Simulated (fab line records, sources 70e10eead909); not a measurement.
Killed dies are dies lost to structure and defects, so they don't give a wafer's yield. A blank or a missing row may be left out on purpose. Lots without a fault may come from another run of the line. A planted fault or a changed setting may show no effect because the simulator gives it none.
fab line records | flow nand_harc
record lots=24 wafers=72 last_day=33
route steps=1302 shown A_STAIRCASE@772
lots that met no fault: from a run of the same line without faults
start_h: hours from the record's first day to the start of the lot's first wafer shown | wait_h: hours since the lot's step before | " the same as in the row above | L1.1+2: a row that stands for several wafers | - no value, or no start given | * or withheld: withheld | < > ~ a bound
route shown NAME@n: a module of which the file shows steps, and the number in the route of the first | usual: mean/standard deviation of fault-free wafers | same: alike in all rows | chamber/n: place in a boat | sites: the reading at each site | _std_site: their standard deviation | _edge_site: outer sites' mean less inner sites' | radius_mm: how far each site lies from the wafer's centre | mask NAME#n: copy n | behind: the tool/chamber that last shaped the wafer | hold: why the lot was held/for how many hours/how that ended | device: the transistor (n, p or np) that didn't switch | end of line: the same wafers' tests at the end of the route | a step without rows: its recipe alone | killed: dies lost to structure and defects at the first sort, not the wafer's yield | map: a wafer's dies, x killed, . not, _ none there
set.NAME: the setting as run; set.NAME@STEP: as run at that earlier step | model.NAME: the simulator's own value behind a step, which no gauge read
steps of the route over a sample of lots; a table a step, a row a wafer
services: from which hour (start_h, from the record's first day; less than 0 if before it) a tool's chamber was out of use, for how many hours, and why
## steps
# step NHARC_A_STAIRCASE_HM_DEP_456
# recipe target_thk_a=31000 temp_c=400 material=aC
# usual throttle_valve_pct=35.000/0.0099
# columns lot.wafer tool chamber start_h wait_h throttle_valve_pct
L074.3 acl_dep-02 0 362.39 - 34.995
L074.4 " 0 " " 35.003
L074.6 " 0 " " 35.003
L076.4 acl_dep-03 0 380.48 - 35.006
L076.5 " 0 " " 35.001
L076.6 " 0 " " 35.005
L075.3 acl_dep-03 0 381.99 - 35.020
L075.4 " 0 " " 35.019
L075.5 " 0 " " 34.986
L077.1 acl_dep-01 0 394.50 - 34.986
L077.2 " 0 " " 35.011
L077.4 " 0 " " 35.018
L078.2 acl_dep-02 0 408.65 - 35.003
L078.4 " 0 " " 35.015
L078.6 " 0 " " 35.018
L079.1 acl_dep-01 0 419.20 - 35.017
L079.3 " 0 " " 34.996
L079.5 " 0 " " 35.013
L080.1 acl_dep-03 0 420.49 - 35.017
L080.4 " 0 " " 34.996
L080.5 " 0 " " 35.002
L081.1 acl_dep-03 0 437.57 - 34.999
L081.2 " 0 " " 34.997
L081.4 " 0 " " 34.981
L082.1 acl_dep-01 0 453.31 - 34.980
L082.4 " 0 " " 34.993
L082.6 " 0 " " 35.016
L084.1 acl_dep-03 0 462.68 - 34.997
L084.5 " 0 463.91 - 35.004
L084.6 " 0 " " 34.995
L083.1 acl_dep-01 0 463.37 - 35.004
L083.4 " 0 " " 35.008
L083.6 " 0 " " 35.007
L085.1 acl_dep-01 0 479.61 - 34.988
L085.3 " 0 " " 34.999
L085.5 " 0 " " 34.996
L086.3 acl_dep-02 0 481.99 - 34.999
L086.4 " 0 " " 35.013
L086.6 " 0 " " 35.002
L087.2 acl_dep-03 0 497.03 - 34.994
L087.4 " 0 " " 34.999
L087.6 " 0 " " 34.995
L089.2 acl_dep-03 0 504.62 - 35.003
L089.3 " 0 " " 35.010
L089.5 " 0 " " 34.985
L088.2 acl_dep-01 0 509.00 - 34.986
L088.5 " 0 " " 35.007
L088.6 " 0 " " 35.011
L091.2 acl_dep-01 0 533.76 - 34.999
L091.3 " 0 " " 34.991
L091.5 " 0 " " 35.003
L090.1 acl_dep-02 0 539.35 - 34.997
L090.2 " 0 " " 35.004
L090.6 " 0 540.88 - 35.014
L092.4 acl_dep-02 0 555.37 - 34.998
L092.5 " 0 " " 34.993
L092.6 " 0 " " 35.004
L093.4 acl_dep-02 0 557.87 - 34.995
L093.5 " 0 " " 35.004
L093.6 " 0 " " 34.986
L094.1 acl_dep-03 0 558.12 - 34.987
L094.3 " 0 " " 35.016
L094.4 " 0 " " 34.988
L096.2 acl_dep-01 0 578.93 - 35.020
L096.5 " 0 " " 34.979
L096.6 " 0 " " 35.002
L095.1 acl_dep-01 0 580.45 - 34.989
L095.2 " 0 " " 35.007
L095.6 " 0 581.99 - 35.012
L097.1 acl_dep-03 0 597.54 - 34.995
L097.2 " 0 " " 35.004
L097.5 " 0 " " 35.002
# step NHARC_A_STAIRCASE_HM_OPEN_460
# recipe o2_flow_sccm=400 cos_flow_sccm=20 ar_flow_sccm=0 rf_w=500 bias_w=300 chemistry=O2/COS
# usual drypump_motor_current_A=5.5/0.38 oes_product_au=1.000/0.0088 rf_vpp_V=467.7/2.8 showerhead_plenum_p_Torr=3.14/0.13 throttle_valve_pct=28.330/0.01
# columns lot.wafer tool chamber start_h wait_h drypump_motor_current_A oes_product_au rf_hours_counter_h rf_vpp_V showerhead_plenum_p_Torr throttle_valve_pct
L074.3 rie_diel-04 2 - - 5.8 1.002 3 472.3 3.32 28.333
L074.4 " 3 " " 5.3 1.006 2 470.5 3.22 28.322
L074.6 " 1 " " 4.8 1.008 - 464.7 2.99 28.338
L075.4 rie_diel-04 1 - - 4.8 1.014 10 463.4 2.98 28.311
L075.3 " 0 " " 5.8 0.988 12 468.0 3.12 28.338
L075.5 " 2 " " 5.8 0.999 - 470.1 3.32 28.334
L076.5 rie_diel-07 3 - - 6.0 1.001 - 468.4 3.18 28.316
L076.4 " 1 " " 5.5 0.992 - 464.5 3.07 28.336
L076.6 " 2 " " 5.6 0.984 - 468.0 3.10 28.316
L077.1 rie_diel-04 0 - - 5.8 0.998 13 466.9 3.12 28.353
L077.4 " 1 " " 4.8 1.006 11 463.9 2.98 28.326
L077.2 " 2 " " 5.8 0.999 10 472.9 3.32 28.340
L078.2 rie_diel-07 0 - - 5.8 1.001 37 470.1 3.25 28.321
L078.4 " 3 " " 6.0 1.009 45 469.7 3.18 28.337
L078.6 " 1 " " 5.5 0.994 - 465.1 3.07 28.323
L079.1 rie_diel-08 0 - - 5.3 1.000 18 471.0 3.30 28.329
L079.3 " 2 " " 5.5 0.997 14 463.9 2.99 28.336
L079.5 " 0 " " 5.3 1.010 - 471.3 3.30 28.347
L080.1 rie_diel-04 2 - - 5.8 0.996 19 469.8 3.31 28.346
L080.4 " 3 " " 5.3 0.997 21 467.5 3.21 28.338
L080.5 " 0 " " 5.8 0.976 - 468.0 3.12 28.317
L081.2 rie_diel-04 0 - - 5.8 0.995 24 466.2 3.12 28.335
L081.4 " 1 " " 4.8 1.023 23 464.9 2.98 28.331
L081.1 " 2 " " 5.8 1.002 22 471.7 3.31 28.336
L082.4 rie_diel-04 1 - - 4.8 1.017 28 464.5 2.97 28.333
L082.1 " 2 " " 5.8 1.002 28 470.6 3.31 28.330
L082.6 " 1 " " 4.8 1.013 - 465.5 2.97 28.336
L084.1 rie_diel-08 3 - - 5.7 0.995 31 465.1 3.04 28.323
L084.5 " 0 " " 5.3 1.017 - 471.1 3.29 28.339
L084.6 " 1 " " 6.0 0.992 - 471.9 3.36 28.362
L083.4 rie_diel-08 2 - - 5.4 1.009 30 465.0 2.99 28.319
L083.1 " 3 " " 5.7 0.996 32 465.2 3.04 28.321
L083.6 " 2 " " 5.4 1.007 - 464.6 2.99 28.321
L085.3 rie_diel-07 0 - - 5.8 0.992 3 470.7 3.23 28.313
L085.1 " 2 " " 5.6 0.993 2 466.7 3.09 28.314
L085.5 " 1 " " 5.5 0.988 - 465.2 3.06 28.316
L086.4 rie_diel-08 2 - - 5.5 1.000 37 462.7 2.98 28.332
L086.3 " 0 " " 5.3 0.999 36 470.4 3.29 28.307
L086.6 " 2 " " 5.4 1.013 - 463.8 2.98 28.333
L087.4 rie_diel-04 2 - - 5.8 1.005 44 472.1 3.30 28.330
L087.2 " 3 " " 5.2 1.005 44 468.4 3.20 28.329
L087.6 " 3 " " 5.3 1.009 - 469.7 3.20 28.348
L089.3 rie_diel-04 1 - - 4.8 1.012 45 463.2 2.97 28.327
L089.2 " 2 " " 5.8 1.003 46 471.4 3.30 28.336
L089.5 " 1 " " 4.8 1.025 - 464.5 2.97 28.323
L088.2 rie_diel-04 1 - - 4.8 1.015 46 463.3 2.97 28.338
L088.5 " 0 " " 5.8 1.000 - 466.4 3.11 28.339
L088.6 " 1 " " 4.8 1.003 - 462.8 2.97 28.335
L091.2 rie_diel-04 0 - - 5.8 0.996 0 467.3 3.10 28.322
L091.3 " 1 " " 4.8 1.012 0 463.6 2.96 28.330
L091.5 " 2 " " 5.8 1.010 - 471.5 3.30 28.325
L090.2 rie_diel-07 1 - - 5.5 0.992 27 466.5 3.05 28.335
L090.1 " 2 " " 5.6 0.994 23 466.1 3.08 28.315
L090.6 " 1 " " 5.5 0.987 - 465.0 3.05 28.324
L092.4 rie_diel-04 1 - - 4.8 1.007 11 465.0 2.96 28.331
L092.6 " 2 " " 5.8 0.992 - 470.1 3.29 28.335
L092.5 " 3 " " 5.3 1.001 - 469.3 3.19 28.324
L093.4 rie_diel-07 2 - - 5.6 0.995 29 464.9 3.08 28.331
L093.6 " 2 " " 5.6 0.997 - 465.4 3.08 28.329
L093.5 " 3 " " 6.0 1.006 - 468.0 3.15 28.338
L094.3 rie_diel-08 2 - - 5.4 1.013 5 463.9 2.97 28.320
L094.1 " 3 " " 5.7 1.003 5 466.2 3.02 28.340
L094.4 " 0 " " 5.3 1.004 7 469.1 3.28 28.333
L096.2 rie_diel-04 2 - - 5.8 1.000 14 470.2 3.29 28.322
L096.6 " 0 " " 5.8 0.989 - 466.5 3.10 28.334
L096.5 " 1 " " 4.8 1.006 - 465.3 2.96 28.329
L095.1 rie_diel-08 0 - - 5.3 1.001 12 469.8 3.27 28.310
L095.2 " 1 " " 6.0 0.985 12 471.2 3.34 28.321
L095.6 " 0 " " 5.3 0.998 - 470.9 3.27 28.342
L097.1 rie_diel-08 1 - - 6.0 0.999 17 471.9 3.34 28.321
L097.2 " 3 " " 5.7 0.987 15 465.8 3.02 28.345
L097.5 " 0 " " 5.3 1.011 - 469.7 3.27 28.327
# step NHARC_A_STAIRCASE_ETCH_313
# recipe cf4_flow_sccm=100 chf3_flow_sccm=30 ar_flow_sccm=0 rf_w=500 bias_w=200 chemistry=CF4/CHF3
# usual drypump_motor_current_A=5.6/0.35 oes_product_au=0.929/0.016 rf_vpp_V=370.8/2.1 showerhead_plenum_p_Torr=1.58/0.063 throttle_valve_pct=16.803/0.0089
# columns lot.wafer tool chamber start_h wait_h drypump_motor_current_A oes_product_au rf_hours_counter_h rf_vpp_V showerhead_plenum_p_Torr throttle_valve_pct
L074.4 rie_diel-08 0 380.55 0.1 5.3 0.973 2 373.1 1.67 16.798
L074.3 " 3 " " 5.7 0.960 2 368.4 1.54 16.806
L074.6 " 1 " " 6.0 0.963 - 373.4 1.70 16.787
L075.3 rie_diel-07 3 395.60 0.1 6.0 0.915 38 370.6 1.60 16.806
L075.4 " 3 " " 6.0 0.922 - 371.0 1.60 16.798
L075.5 " 1 " " 5.5 0.918 - 371.0 1.55 16.804
L076.4 rie_diel-08 3 399.81 0.1 5.7 0.957 8 369.9 1.54 16.797
L076.6 " 2 " " 5.4 0.983 - 368.7 1.51 16.804
L076.5 " 3 " " 5.7 0.954 - 369.9 1.54 16.802
L077.2 rie_diel-07 1 409.43 0.1 5.5 0.922 31 369.4 1.55 16.807
L077.1 " 2 " " 5.6 0.922 36 369.6 1.56 16.799
L077.4 " 3 " " 6.0 0.917 41 371.0 1.60 16.801
L078.2 rie_diel-07 1 423.33 0.1 5.5 0.924 35 369.7 1.55 16.815
L078.4 " 3 " " 6.0 0.927 46 370.2 1.60 16.794
L078.6 " 0 " " 5.8 0.924 - 372.3 1.64 16.818
L079.1 rie_diel-08 3 433.26 0.1 5.7 0.915 17 367.2 1.54 16.804
L079.3 " 0 " " 5.3 0.930 19 373.1 1.66 16.792
L079.5 " 1 " " 6.0 0.918 - 374.5 1.70 16.797
L080.4 rie_diel-07 0 434.31 0.1 5.8 0.927 44 372.6 1.63 16.799
L080.1 " 2 " " 5.6 0.928 44 370.5 1.56 16.804
L080.5 " 0 " " 5.8 0.928 - 374.3 1.63 16.801
L081.1 rie_diel-04 1 454.28 0.1 4.8 0.934 25 369.0 1.50 16.793
L081.4 " 2 " " 5.8 0.930 24 373.2 1.67 16.798
L081.2 " 0 " " 5.8 0.919 26 370.5 1.57 16.803
L082.1 rie_diel-04 3 470.78 0.1 5.3 0.926 31 372.0 1.61 16.799
L082.4 " 1 " " 4.8 0.933 31 367.4 1.50 16.802
L082.6 " 2 " " 5.8 0.929 - 373.5 1.67 16.814
L084.1 rie_diel-04 3 478.76 0.1 5.3 0.927 37 372.4 1.61 16.805
L084.5 " 0 " " 5.8 0.915 - 369.6 1.57 16.806
L084.6 " 1 " " 4.8 0.929 - 368.9 1.50 16.801
L083.1 rie_diel-08 2 479.53 0.1 5.4 0.923 35 368.5 1.50 16.818
L083.4 " 0 " " 5.3 0.929 34 372.7 1.66 16.795
L083.6 " 3 " " 5.7 0.929 - 369.3 1.53 16.813
L085.1 rie_diel-08 2 494.62 0.2 5.4 0.938 38 368.1 1.50 16.795
L085.3 " 3 " " 5.7 0.925 40 369.3 1.53 16.801
L085.5 " 2 " " 5.4 0.935 - 367.3 1.50 16.797
L086.4 rie_diel-07 2 497.73 0.1 5.6 0.920 8 370.1 1.56 16.815
L086.3 " 3 " " 6.0 0.922 6 371.4 1.60 16.826
L086.6 " 2 " " 5.6 0.922 - 369.6 1.56 16.794
L087.2 rie_diel-04 1 513.52 0.1 4.8 0.944 44 366.8 1.49 16.793
L087.4 " 2 " " 5.8 0.932 45 373.0 1.66 16.814
L087.6 " 0 " " 5.8 0.913 - 370.1 1.57 16.801
L089.3 rie_diel-04 2 520.37 0.1 5.8 0.934 47 373.5 1.66 16.794
L089.2 " 3 " " 5.3 0.930 47 371.2 1.61 16.804
L089.5 " 2 " " 5.8 0.931 - 372.8 1.66 16.804
L088.2 rie_diel-08 0 523.13 0.1 5.3 0.938 48 373.8 1.66 16.803
L088.6 " 0 " " 5.3 0.933 - 373.8 1.66 16.804
L088.5 " 1 " " 6.0 0.916 - 374.3 1.69 16.811
L091.2 rie_diel-07 3 548.01 0.1 6.0 0.915 22 370.8 1.59 16.808
L091.3 " 1 " " 5.5 0.910 26 367.5 1.54 16.805
L091.5 " 3 " " 6.0 0.920 - 372.0 1.59 16.807
L090.2 rie_diel-07 1 553.64 0.1 5.5 0.913 28 369.6 1.53 16.796
L090.1 " 2 " " 5.6 0.919 25 369.3 1.55 16.785
L090.6 " 0 " " 5.8 0.917 - 374.3 1.62 16.791
L092.4 rie_diel-04 3 573.61 0.1 5.3 0.930 10 373.4 1.61 16.810
L092.6 " 0 " " 5.8 0.920 - 371.1 1.56 16.803
L092.5 " 1 " " 4.8 0.931 - 365.9 1.49 16.797
L093.4 rie_diel-08 3 574.60 0.1 5.7 0.939 7 370.4 1.52 16.817
L093.6 " 2 " " 5.4 0.961 - 367.8 1.50 16.814
L093.5 " 3 " " 5.7 0.947 - 370.0 1.52 16.809
L094.1 rie_diel-07 2 575.46 0.1 5.6 0.909 30 370.7 1.55 16.803
L094.4 " 3 " " 6.0 0.919 31 371.3 1.59 16.795
L094.3 " 0 " " 5.8 0.925 36 372.4 1.62 16.810
L096.2 rie_diel-04 1 594.73 0.1 4.8 0.929 18 368.8 1.49 16.793
L096.5 " 1 " " 4.8 0.924 - 366.9 1.49 16.809
L096.6 " 2 " " 5.8 0.928 - 372.6 1.66 16.819
L095.2 rie_diel-04 2 598.63 0.1 5.8 0.924 18 372.4 1.66 16.799
L095.1 " 0 " " 5.8 0.922 22 370.4 1.56 16.818
L095.6 " 2 " " 5.8 0.915 - 373.9 1.66 16.779
L097.1 rie_diel-04 1 611.82 0.1 4.8 0.936 24 368.8 1.49 16.785
L097.2 " 2 " " 5.8 0.926 21 373.0 1.66 16.798
L097.5 " 0 " " 5.8 0.929 - 371.3 1.56 16.814
# step NHARC_A_STAIRCASE_ETCH_315
# recipe target_depth_a=25000 time_s=607.1 ion_energy_ev=800 c4f8_flow_sccm=80 o2_flow_sccm=60 ar_flow_sccm=withheld rf_w=600 bias_w=3000 chemistry=C4F8/O2/Ar
# usual oes_product_au=0.932/0.011 rf_vpp_V=1828/10
# columns lot.wafer tool chamber start_h wait_h oes_product_au rf_hours_counter_h rf_vpp_V
L074.3 rie_diel-08 1 - - 0.937 2 1846
L074.4 " 0 " " 0.953 2 1842
L074.6 " 1 " " 0.933 - 1845
L075.3 rie_diel-07 2 - - 0.929 32 1826
L075.4 " 2 " " 0.922 - 1826
L075.5 " 1 " " 0.913 - 1823
L076.4 rie_diel-08 0 - - 0.948 10 1843
L076.5 " 1 " " 0.939 - 1847
L076.6 " 2 " " 0.960 - 1817
L077.1 rie_diel-07 2 - - 0.926 36 1826
L077.2 " 3 " " 0.936 41 1833
L077.4 " 0 " " 0.936 35 1838
L078.2 rie_diel-07 1 - - 0.921 36 1822
L078.4 " 0 " " 0.935 39 1837
L078.6 " 2 " " 0.928 - 1824
L079.3 rie_diel-08 3 - - 0.923 17 1820
L079.1 " 0 " " 0.928 19 1842
L079.5 " 3 " " 0.925 - 1822
L080.1 rie_diel-07 0 - - 0.922 44 1836
L080.4 " 3 " " 0.923 52 1831
L080.5 " 0 " " 0.925 - 1838
L081.4 rie_diel-04 2 - - 0.929 24 1842
L081.2 " 0 " " 0.907 26 1825
L081.1 " 1 " " 0.928 25 1815
L082.4 rie_diel-04 0 - - 0.918 32 1829
L082.1 " 3 " " 0.934 31 1833
L082.6 " 0 " " 0.917 - 1826
L084.1 rie_diel-04 0 - - 0.934 36 1826
L084.5 " 0 " " 0.934 - 1825
L084.6 " 1 " " 0.964 - 1813
L083.4 rie_diel-08 0 - - 0.931 34 1840
L083.1 " 3 " " 0.928 36 1821
L083.6 " 0 " " 0.937 - 1841
L085.1 rie_diel-08 2 - - 0.944 39 1817
L085.3 " 0 " " 0.932 38 1839
L085.5 " 2 " " 0.939 - 1815
L086.3 rie_diel-07 3 - - 0.933 6 1830
L086.4 " 1 " " 0.908 9 1822
L086.6 " 3 " " 0.931 - 1831
L087.2 rie_diel-04 1 - - 0.940 44 1814
L087.4 " 2 " " 0.938 45 1841
L087.6 " 1 " " 0.943 - 1814
L089.3 rie_diel-04 2 - - 0.936 48 1841
L089.2 " 3 " " 0.931 48 1832
L089.5 " 1 " " 0.947 - 1815
L088.2 rie_diel-08 2 - - 0.929 47 1815
L088.6 " 1 " " 0.908 - 1847
L088.5 " 2 " " 0.936 - 1816
L091.2 rie_diel-07 0 - - 0.931 26 1834
L091.3 " 3 " " 0.934 23 1830
L091.5 " 1 " " 0.917 - 1821
L090.1 rie_diel-07 0 - - 0.918 27 1834
L090.2 " 3 " " 0.917 24 1829
L090.6 " 1 " " 0.914 - 1821
L092.4 rie_diel-04 0 - - 0.935 15 1825
L092.5 " 1 " " 0.937 - 1812
L092.6 " 2 " " 0.927 - 1841
L093.4 rie_diel-08 3 - - 0.954 7 1819
L093.5 " 3 " " 0.945 - 1818
L093.6 " 0 " " 0.942 - 1839
L094.4 rie_diel-07 3 - - 0.932 31 1830
L094.1 " 1 " " 0.916 36 1819
L094.3 " 2 " " 0.926 31 1823
L096.2 rie_diel-04 0 - - 0.945 21 1823
L096.6 " 0 " " 0.935 - 1824
L096.5 " 1 " " 0.945 - 1814
L095.2 rie_diel-04 2 - - 0.940 18 1840
L095.1 " 3 " " 0.935 15 1833
L095.6 " 0 " " 0.941 - 1826
L097.1 rie_diel-04 3 - - 0.933 18 1833
L097.2 " 0 " " 0.940 26 1823
L097.5 " 2 " " 0.926 - 1840
# step NHARC_A_STAIRCASE_ALD_415
# recipe target_thk_a=300 pulse_time_s=6 ald_cycles=300 temp_c=300 material=SiO2
# usual heater_power_outer_w=259/30 heater_power_w=467/47 precursor_pulse_height_rel=1.000/0.022
# columns lot.wafer tool chamber start_h wait_h heater_power_outer_w heater_power_w precursor_pulse_height_rel
L074.3 ald_hk-01 2 382.32 0.1 230 415 0.969
L074.4 " 3 " " 209 403 1.020
L074.6 " 3 " " 209 405 0.990
L075.4 ald_hk-02 2 397.76 0.1 243 427 1.023
L075.3 " 1 " " 245 443 1.015
L075.5 " 2 " " 245 443 1.009
L076.4 ald_hk-04 1 401.89 0.3 305 539 0.999
L076.6 " 0 " " 296 533 1.026
L076.5 " 1 " " 301 549 0.972
L077.4 ald_hk-02 1 411.43 0.3 242 437 0.988
L077.1 " 2 " " 247 431 1.020
L077.2 " 3 " " 251 473 1.009
L078.4 ald_hk-04 1 425.33 0.3 296 533 1.028
L078.2 " 2 " " 315 556 0.999
L078.6 " 1 " " 306 542 0.975
L079.3 ald_hk-01 1 435.03 0.1 240 444 1.010
L079.1 " 2 " " 227 417 1.049
L079.5 " 1 " " 244 436 1.011
L080.1 ald_hk-01 2 436.81 0.8 230 420 1.009
L080.4 " 3 " " 203 405 1.033
L080.5 " 2 " " 226 409 0.973
L081.2 ald_hk-02 1 456.29 0.3 239 429 1.024
L081.4 " 2 " " 247 430 0.972
L081.1 " 3 " " 245 468 1.000
L082.1 ald_hk-04 2 472.55 0.1 334 561 0.959
L082.4 " 0 " " 282 531 0.993
L082.6 " 2 " " 315 542 1.030
L084.1 ald_hk-02 1 481.21 0.8 245 429 0.993
L084.5 " 2 " " 241 440 1.003
L084.6 " 3 " " 257 483 1.021
L083.1 ald_hk-02 3 481.90 0.7 252 468 1.017
L083.4 " 2 " " 241 422 0.957
L083.6 " 3 " " 253 473 0.977
L085.1 ald_hk-01 3 496.46 0.1 209 399 1.036
L085.3 " 1 " " 242 423 0.974
L085.5 " 3 " " 209 409 0.978
L086.4 ald_hk-04 3 500.05 0.5 265 482 1.003
L086.3 " 0 " " 287 539 1.017
L086.6 " 1 " " 279 515 0.973
L087.2 ald_hk-02 2 515.29 0.1 241 439 0.992
L087.4 " 0 " " 249 454 0.948
L087.6 " 2 " " 247 439 0.998
L089.3 ald_hk-04 1 522.64 0.1 282 522 1.026
L089.2 " 3 " " 262 504 0.986
L089.5 " 2 " " 319 543 0.983
L088.2 ald_hk-04 1 525.55 0.3 280 518 1.010
L088.6 " 0 " " 285 530 1.004
L088.5 " 1 " " 282 512 1.003
L091.2 ald_hk-02 2 550.40 0.1 253 445 1.036
L091.3 " 3 " " 243 451 1.027
L091.5 " 2 " " 249 441 0.987
L090.2 ald_hk-01 2 556.44 0.7 238 413 0.977
L090.1 " 3 " " 208 406 1.013
L090.6 " 0 " " 287 499 0.994
L092.4 ald_hk-04 2 575.37 0.1 334 549 0.973
L092.6 " 2 " " 324 561 1.017
L092.5 " 3 " " 264 511 1.056
L093.4 ald_hk-01 2 576.85 0.5 228 417 0.987
L093.5 " 0 " " 290 497 1.007
L093.6 " 1 " " 244 425 1.007
L094.3 ald_hk-01 3 578.46 1.3 214 405 0.964
L094.4 " 0 " " 290 483 0.978
L094.1 " 1 " " 247 435 1.000
L096.2 ald_hk-02 3 597.20 0.8 238 447 0.997
L096.6 " 0 " " 242 427 0.997
L096.5 " 1 " " 259 447 1.003
L095.1 ald_hk-01 2 600.63 0.3 237 427 1.034
L095.2 " 3 " " 217 402 1.014
L095.6 " 1 " " 245 433 0.996
L097.1 ald_hk-02 0 613.83 0.3 242 436 0.978
L097.2 " 2 " " 249 446 1.004
L097.5 " 3 " " 236 445 0.998
# step NHARC_A_STAIRCASE_STRIP_475
# recipe time_s=20 o2_flow_sccm=500 ar_flow_sccm=0 bias_w=0 chemistry=O2
# usual drypump_motor_current_A=5.6/0.3 oes_product_au=1.000/0.008 rf_vpp_V=57.7/0.9 showerhead_plenum_p_Torr=3.54/0.13 throttle_valve_pct=17.036/0.01
# columns lot.wafer tool chamber start_h wait_h drypump_motor_current_A oes_product_au rf_hours_counter_h rf_vpp_V showerhead_plenum_p_Torr throttle_valve_pct
L074.4 rie_diel-04 0 - - 5.8 0.987 22 58.0 3.52 17.032
L074.3 " 2 " " 5.8 0.997 19 57.7 3.74 17.042
L074.6 " 0 " " 5.8 0.996 - 58.1 3.52 17.038
L075.4 rie_diel-07 0 - - 5.8 0.999 48 58.4 3.66 17.029
L075.3 " 1 " " 5.5 0.998 43 56.1 3.46 17.025
L075.5 " 0 " " 5.8 1.006 - 58.2 3.66 17.027
L076.4 rie_diel-07 1 - - 5.5 0.999 44 57.6 3.46 17.029
L076.6 " 0 " " 5.8 1.002 - 56.9 3.66 17.055
L076.5 " 1 " " 5.5 0.994 - 58.2 3.46 17.037
L077.1 rie_diel-08 1 - - 6.0 0.991 24 58.8 3.79 17.041
L077.4 " 2 " " 5.5 1.006 23 57.8 3.38 17.023
L077.2 " 0 " " 5.3 1.016 26 58.4 3.72 17.033
L078.4 rie_diel-04 3 - - 5.3 1.000 31 58.4 3.62 17.032
L078.2 " 1 " " 4.8 1.005 31 58.3 3.36 17.027
L078.6 " 3 " " 5.3 1.010 - 58.4 3.62 17.029
L080.1 rie_diel-07 3 - - 6.0 0.996 0 57.5 3.58 17.028
L080.4 " 0 " " 5.8 0.987 0 56.5 3.65 17.039
L080.5 " 3 " " 6.0 0.997 - 58.0 3.58 17.062
L079.3 rie_diel-04 0 - - 5.8 0.980 36 58.3 3.52 17.026
L079.1 " 2 " " 5.9 0.999 37 58.1 3.73 17.042
L079.5 " 0 " " 5.8 0.979 - 57.0 3.52 17.037
L081.4 rie_diel-07 2 - - 5.6 1.004 8 57.5 3.49 17.045
L081.1 " 3 " " 6.0 1.015 6 58.0 3.58 17.031
L081.2 " 0 " " 5.8 0.990 7 57.8 3.65 17.036
L082.1 rie_diel-04 0 - - 5.8 0.995 47 57.4 3.51 17.032
L082.4 " 1 " " 4.8 1.019 47 57.1 3.35 17.040
L082.6 " 1 " " 4.8 1.016 - 57.7 3.35 17.033
L083.1 rie_diel-08 1 - - 6.0 1.000 47 57.9 3.78 17.051
L083.4 " 2 " " 5.4 1.013 48 57.1 3.37 17.032
L083.6 " 0 " " 5.3 0.999 - 58.6 3.71 17.060
L084.1 rie_diel-07 3 - - 6.0 1.006 15 58.7 3.57 17.032
L084.6 " 1 " " 5.5 0.998 - 57.7 3.45 17.055
L084.5 " 2 " " 5.6 1.004 - 58.6 3.49 17.048
L086.3 rie_diel-08 1 - - 6.0 0.983 53 57.2 3.78 17.035
L086.4 " 2 " " 5.4 1.010 55 57.6 3.36 17.050
L086.6 " 0 " " 5.3 0.990 - 57.4 3.71 17.018
L085.3 rie_diel-07 0 - - 5.8 1.004 24 57.6 3.64 17.027
L085.1 " 1 " " 5.5 0.998 25 57.9 3.44 17.045
L085.5 " 2 " " 5.6 1.000 - 57.6 3.48 17.038
L087.2 rie_diel-07 3 - - 6.0 0.983 28 58.0 3.57 17.037
L087.4 " 1 " " 5.5 0.986 33 56.7 3.44 17.059
L087.6 " 3 " " 6.0 0.996 - 56.6 3.56 17.024
L088.2 rie_diel-08 1 - - 6.0 0.994 6 59.1 3.77 17.030
L088.6 " 2 " " 5.4 1.004 - 56.7 3.36 17.035
L088.5 " 3 " " 5.7 1.007 - 57.0 3.42 17.048
L089.2 rie_diel-08 1 - - 6.0 0.996 6 59.5 3.77 17.033
L089.3 " 0 " " 5.3 1.003 5 58.6 3.70 17.047
L089.5 " 1 " " 6.0 0.993 - 58.3 3.77 17.023
L091.3 rie_diel-07 1 - - 5.5 0.992 40 56.2 3.44 17.040
L091.2 " 3 " " 6.0 1.014 36 57.3 3.56 17.017
L091.5 " 2 " " 5.6 1.004 - 58.2 3.48 17.027
L090.1 rie_diel-07 0 - - 5.8 1.001 47 59.1 3.63 17.020
L090.2 " 1 " " 5.5 0.980 44 58.4 3.43 17.047
L090.6 " 3 " " 6.1 1.000 - 58.8 3.56 17.042
L094.4 rie_diel-08 3 - - 5.7 1.010 22 56.7 3.41 17.044
L094.3 " 0 " " 5.3 0.998 22 57.9 3.69 17.028
L094.1 " 2 " " 5.5 1.005 21 57.1 3.35 17.035
L092.4 rie_diel-08 2 - - 5.5 1.006 21 56.5 3.35 17.037
L092.5 " 3 " " 5.7 0.992 - 57.9 3.41 17.035
L092.6 " 0 " " 5.3 1.018 - 58.2 3.69 17.024
L093.4 rie_diel-07 0 - - 5.8 0.995 55 56.8 3.62 17.032
L093.6 " 1 " " 5.5 0.996 - 58.6 3.43 17.039
L093.5 " 2 " " 5.6 1.004 - 57.6 3.47 17.024
L096.2 rie_diel-07 0 - - 5.8 1.001 59 58.9 3.62 17.035
L096.5 " 0 " " 5.8 1.014 - 57.5 3.62 17.039
L096.6 " 1 " " 5.5 0.995 - 57.5 3.43 17.031
L095.1 rie_diel-04 2 - - 5.8 1.003 35 57.8 3.70 17.031
L095.2 " 3 " " 5.3 0.997 31 57.0 3.59 17.040
L095.6 " 0 " " 5.9 0.997 - 55.7 3.49 17.032
L097.1 rie_diel-08 0 - - 5.3 1.001 30 58.9 3.69 17.045
L097.2 " 1 " " 6.0 0.997 38 58.1 3.75 17.029
L097.5 " 2 " " 5.5 1.004 - 56.4 3.34 17.038
## services
# columns tool chamber start_h hours kind
rie_diel-04 2 346.75 6.7 repair
rie_diel-04 - 356.20 9.0 pm
ald_hk-02 - 357.14 10.0 pm
rie_diel-08 - 367.91 9.0 pm
acl_dep-01 - 371.51 13.0 pm
rie_diel-07 1 374.61 3.3 repair
rie_diel-07 0 388.16 14.9 repair
ald_hk-01 - 390.34 1.4 repair
rie_diel-08 2 409.45 4.7 repair
acl_dep-02 - 432.27 13.0 pm
ald_hk-04 - 433.46 10.0 pm
rie_diel-07 1 459.92 9.0 repair
ald_hk-04 - 468.00 1.5 repair
acl_dep-03 - 481.86 13.0 pm
ald_hk-02 - 526.95 2.3 repair
rie_diel-04 - 533.20 9.0 pm
ald_hk-02 - 535.14 10.0 pm
acl_dep-01 - 552.54 13.0 pm
rie_diel-04 2 556.72 1.8 repair
rie_diel-08 0 589.91 4.2 repair
ald_hk-04 - 611.46 10.0 pm
rie_diel-08 0 648.43 6.6 repair
rie_diel-07 - 648.62 9.0 pm
ald_hk-01 - 656.65 10.0 pm
## key
fault none
